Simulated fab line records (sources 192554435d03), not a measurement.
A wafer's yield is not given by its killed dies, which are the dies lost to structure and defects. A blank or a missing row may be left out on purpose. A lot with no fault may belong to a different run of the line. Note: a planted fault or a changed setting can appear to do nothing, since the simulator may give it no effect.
Chamber matching ; flow n5 finfet ; pecvd-02 running N5_BEOL_M4_DEP_57: 3 sister chambers
The step deposits SiCN from 3MS/NH3, target thk 8 nm, time 14 s. 6 wafers are shown with their chamber, then 12 later ones without.

## WAFERS WITH THEIR CHAMBER
wafer;chamber;showerhead plenum p Torr (Torr);throttle valve pct (%)
L087.3;0;3.655;9.8
L087.5;2;3.656;8.2
L087.6;0;3.640;9.5
L092.1;1;3.673;9.6
L092.2;2;3.652;8.0
L092.3;1;3.659;9.7

## WAFERS WITHOUT THEIR CHAMBER
wafer;showerhead plenum p Torr (Torr);throttle valve pct (%)
L093.1;3.677;9.7
L093.2;3.659;8.2
L093.4;3.654;8.1
L096.2;3.658;9.7
L096.4;3.666;9.7
L096.6;3.666;9.5
L095.1;3.650;8.1
L095.2;3.669;9.5
L095.3;3.652;9.7
L095.4;3.645;8.0
L095.5;3.656;9.5
L095.6;3.669;9.8

## WHICH CHAMBER EACH WENT THROUGH
wafer;from the rows above;in truth
L093.1;1;1
L093.2;2;2
L093.4;2;2
L096.2;can't be placed: 1 or 0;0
L096.4;can't be placed: 1 or 0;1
L096.6;can't be placed: 1 or 0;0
L095.1;2;2
L095.2;can't be placed: 1 or 0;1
L095.3;can't be placed: 0 or 1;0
L095.4;2;2
L095.5;can't be placed: 0 or 1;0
L095.6;can't be placed: 1 or 0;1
5 of 12 placed correctly. These rows do not allow placing 7 (true chamber among the candidates in 7). Number placed wrongly: 0.
How it was worked out, from the rows above alone: a wafer's distance from a chamber is the root of the sum, over the readings, of the square of ((its reading less the chamber's mean) divided by the reading's scatter). The wafer belongs to the nearest chamber; if the next one is less than 2 further off, it can't be placed. A chamber's mean is the mean of its shown wafers. The scatter is the square root of a quotient: the sum, over the shown wafers, of each reading's squared deviation from its chamber's mean, divided by wafers minus chambers.
